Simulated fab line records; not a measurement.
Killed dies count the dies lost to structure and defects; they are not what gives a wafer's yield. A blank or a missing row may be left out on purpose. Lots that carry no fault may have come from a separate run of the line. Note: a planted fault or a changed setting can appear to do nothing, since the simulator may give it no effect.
Matching of chambers | flow nand harc | 3 sister chambers for NHARC_A_STAIRCASE_DEP_325 on pecvd-01
The step deposits SiO2, target thk 3800 nm. 3 wafers are shown with their chamber, then 9 later ones without.

WAFERS, EACH WITH ITS CHAMBER
wafer  | chamber | heater power w (W)
L089.1 | 0       | 631
L089.3 | 2       | 767
L089.4 | 1       | 697

WAFERS WITH NO CHAMBER GIVEN
wafer  | heater power w (W)
L093.1 | 738
L093.2 | 759
L093.3 | 628
L094.1 | 685
L094.2 | 846
L094.3 | 661
L097.1 | 799
L097.4 | 637
L097.5 | 554

THE CHAMBER EACH PASSED THROUGH
wafer  | from the rows above          | in truth
L093.1 | can't be placed: 2 or 1 or 0 | 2
L093.2 | can't be placed: 2 or 1      | 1
L093.3 | can't be placed: 0 or 1      | 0
L094.1 | can't be placed: 1 or 0 or 2 | 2
L094.2 | can't be placed: 2 or 1      | 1
L094.3 | can't be placed: 0 or 1 or 2 | 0
L097.1 | can't be placed: 2 or 1      | 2
L097.4 | can't be placed: 0 or 1      | 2
L097.5 | can't be placed: 0 or 1      | 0
Correct placement for 0 of the 9. Unplaceable from these rows: 9, with the true chamber sitting among the candidates in 8. 0 placed wrongly.
How it was worked out, from the rows above alone: a wafer's distance from a chamber is the root of the sum, over the readings, of the square of ((its reading less the chamber's mean) divided by the reading's scatter). The wafer belongs to the nearest chamber; if the next one is less than 2 further off, it can't be placed. A chamber's mean is the mean of its shown wafers. The scatter: root of mean squared gap, hidden wafer to nearest shown wafer, with one shown wafer a chamber.
